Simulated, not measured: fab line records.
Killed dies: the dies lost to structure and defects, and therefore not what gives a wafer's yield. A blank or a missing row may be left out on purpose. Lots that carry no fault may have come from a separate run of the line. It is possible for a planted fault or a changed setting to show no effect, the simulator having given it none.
Chamber matching :: flow n5Finfet :: N5_PASSIVATION_STRIP_48 on rieDiel-06: 4 sister chambers
The step strips in O2. 8 wafers are shown with their chamber, then 11 later ones without.

WAFERS, EACH WITH ITS CHAMBER
wafer: L081.5
chamber: 2
drypumpMotorCurrentA (A): 5.4
showerheadPlenumPTorr (Torr): 2.07

wafer: L083.1
chamber: 3
drypumpMotorCurrentA (A): 5.2
showerheadPlenumPTorr (Torr): 2.12

wafer: L083.3
chamber: 2
drypumpMotorCurrentA (A): 5.4
showerheadPlenumPTorr (Torr): 2.06

wafer: L080.6
chamber: 1
drypumpMotorCurrentA (A): 6.6
showerheadPlenumPTorr (Torr): 2.11

wafer: L087.1
chamber: 1
drypumpMotorCurrentA (A): 6.5
showerheadPlenumPTorr (Torr): 2.10

wafer: L087.3
chamber: 0
drypumpMotorCurrentA (A): 5.7
showerheadPlenumPTorr (Torr): 2.18

wafer: L087.5
chamber: 0
drypumpMotorCurrentA (A): 5.7
showerheadPlenumPTorr (Torr): 2.18

wafer: L089.3
chamber: 3
drypumpMotorCurrentA (A): 5.3
showerheadPlenumPTorr (Torr): 2.12

WAFERS MISSING THEIR CHAMBER
wafer: L089.4
drypumpMotorCurrentA (A): 5.3
showerheadPlenumPTorr (Torr): 2.12

wafer: L089.6
drypumpMotorCurrentA (A): 6.5
showerheadPlenumPTorr (Torr): 2.10

wafer: L090.1
drypumpMotorCurrentA (A): 6.5
showerheadPlenumPTorr (Torr): 2.10

wafer: L090.4
drypumpMotorCurrentA (A): 5.3
showerheadPlenumPTorr (Torr): 2.11

wafer: L090.6
drypumpMotorCurrentA (A): 5.7
showerheadPlenumPTorr (Torr): 2.17

wafer: L095.1
drypumpMotorCurrentA (A): 6.5
showerheadPlenumPTorr (Torr): 2.09

wafer: L095.3
drypumpMotorCurrentA (A): 5.7
showerheadPlenumPTorr (Torr): 2.17

wafer: L095.4
drypumpMotorCurrentA (A): 5.4
showerheadPlenumPTorr (Torr): 2.06

wafer: L096.4
drypumpMotorCurrentA (A): 5.2
showerheadPlenumPTorr (Torr): 2.11

wafer: L096.5
drypumpMotorCurrentA (A): 5.4
showerheadPlenumPTorr (Torr): 2.06

wafer: L096.6
drypumpMotorCurrentA (A): 6.5
showerheadPlenumPTorr (Torr): 2.09

WHICH CHAMBER EACH WENT THROUGH
wafer: L089.4
from the rows above: 3
in truth: 3

wafer: L089.6
from the rows above: 1
in truth: 1

wafer: L090.1
from the rows above: 1
in truth: 1

wafer: L090.4
from the rows above: 3
in truth: 3

wafer: L090.6
from the rows above: 0
in truth: 0

wafer: L095.1
from the rows above: 1
in truth: 1

wafer: L095.3
from the rows above: 0
in truth: 0

wafer: L095.4
from the rows above: 2
in truth: 2

wafer: L096.4
from the rows above: 3
in truth: 3

wafer: L096.5
from the rows above: 2
in truth: 2

wafer: L096.6
from the rows above: 1
in truth: 1
Placed correctly: 11 of 11. Left unplaced by these rows: 0. Placed wrongly: 0.
How it was worked out, from the rows above alone: a wafer's distance from a chamber is the root of the sum, over the readings, of the square of ((its reading less the chamber's mean) divided by the reading's scatter). If the next closest chamber is less than 2 further off than the closest, the wafer can't be placed; otherwise it belongs to the closest. For every chamber, the mean is computed from those of its wafers that are shown. The scatter: the root of (the sum of the squares of (reading less its chamber's mean) over the shown wafers, divided by (wafers less chambers)).
